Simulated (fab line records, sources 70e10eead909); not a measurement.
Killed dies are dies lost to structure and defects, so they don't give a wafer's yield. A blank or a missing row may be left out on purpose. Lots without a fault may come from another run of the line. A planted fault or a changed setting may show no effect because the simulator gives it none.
Chamber matching | flow nand_harc | NHARC_A_CHANNEL_FILL_D1_STRIP_28 on rie_diel-12: 4 sister chambers
The step strips in O2, time 20 s. 14 wafers are shown with their chamber, then 7 later ones without.

WAFERS WITH THEIR CHAMBER
wafer  | chamber | drypump_motor_current_A (A) | showerhead_plenum_p_Torr (Torr) | oes_product_au (a.u.)
L372.2 | 1       | 5.2                         | 3.69                            | 1.004
L372.3 | 3       | 6.3                         | 3.80                            | 0.988
L372.6 | 2       | 4.7                         | 3.51                            | 0.995
L369.1 | 0       | 5.1                         | 3.64                            | 1.004
L369.3 | 2       | 4.7                         | 3.51                            | 0.991
L369.5 | 0       | 5.1                         | 3.64                            | 1.012
L374.3 | 1       | 5.2                         | 3.68                            | 1.006
L374.4 | 3       | 6.3                         | 3.80                            | 0.990
L374.6 | 3       | 6.2                         | 3.80                            | 0.990
L381.1 | 0       | 5.1                         | 3.64                            | 1.031
L381.2 | 1       | 5.2                         | 3.68                            | 1.005
L381.4 | 3       | 6.2                         | 3.80                            | 0.993
L383.1 | 2       | 4.7                         | 3.50                            | 1.015
L383.3 | 3       | 6.2                         | 3.80                            | 0.980

SIGNATURES (means of the wafers above)
reading                  | chamber 0 | chamber 1 | chamber 2 | chamber 3 | scatter within a chamber
drypump_motor_current_A  | 5.100     | 5.200     | 4.700     | 6.240     | 0.0346
showerhead_plenum_p_Torr | 3.6400    | 3.6833    | 3.5067    | 3.8000    | 0.00365
oes_product_au           | 1.01567   | 1.00500   | 1.00033   | 0.98820   | 0.00902
Rule: a wafer's distance from a chamber is the root of the sum, over the readings, of the square of ((its reading less the chamber's mean) divided by the reading's scatter). The wafer belongs to the nearest chamber; if the next one is less than 2 further off, it can't be placed. The scatter: the root of (the sum of the squares of (reading less its chamber's mean) over the shown wafers, divided by (wafers less chambers)).

WAFERS WITHOUT THEIR CHAMBER
wafer  | drypump_motor_current_A (A) | showerhead_plenum_p_Torr (Torr) | oes_product_au (a.u.)
L383.5 | 5.2                         | 3.69                            | 0.998
L386.1 | 5.1                         | 3.64                            | 1.018
L386.3 | 4.7                         | 3.50                            | 0.997
L386.4 | 5.2                         | 3.68                            | 0.988
L390.1 | 6.2                         | 3.80                            | 0.991
L390.3 | 4.7                         | 3.50                            | 1.005
L390.4 | 5.1                         | 3.64                            | 1.025

WHICH CHAMBER EACH WENT THROUGH
wafer  | from the rows above | in truth
L383.5 | 1                   | 1
L386.1 | 0                   | 0
L386.3 | 2                   | 2
L386.4 | 1                   | 1
L390.1 | 3                   | 3
L390.3 | 2                   | 2
L390.4 | 0                   | 0
Placed correctly: 7 of 7. Can't be placed from these rows: 0. Placed wrongly: 0.
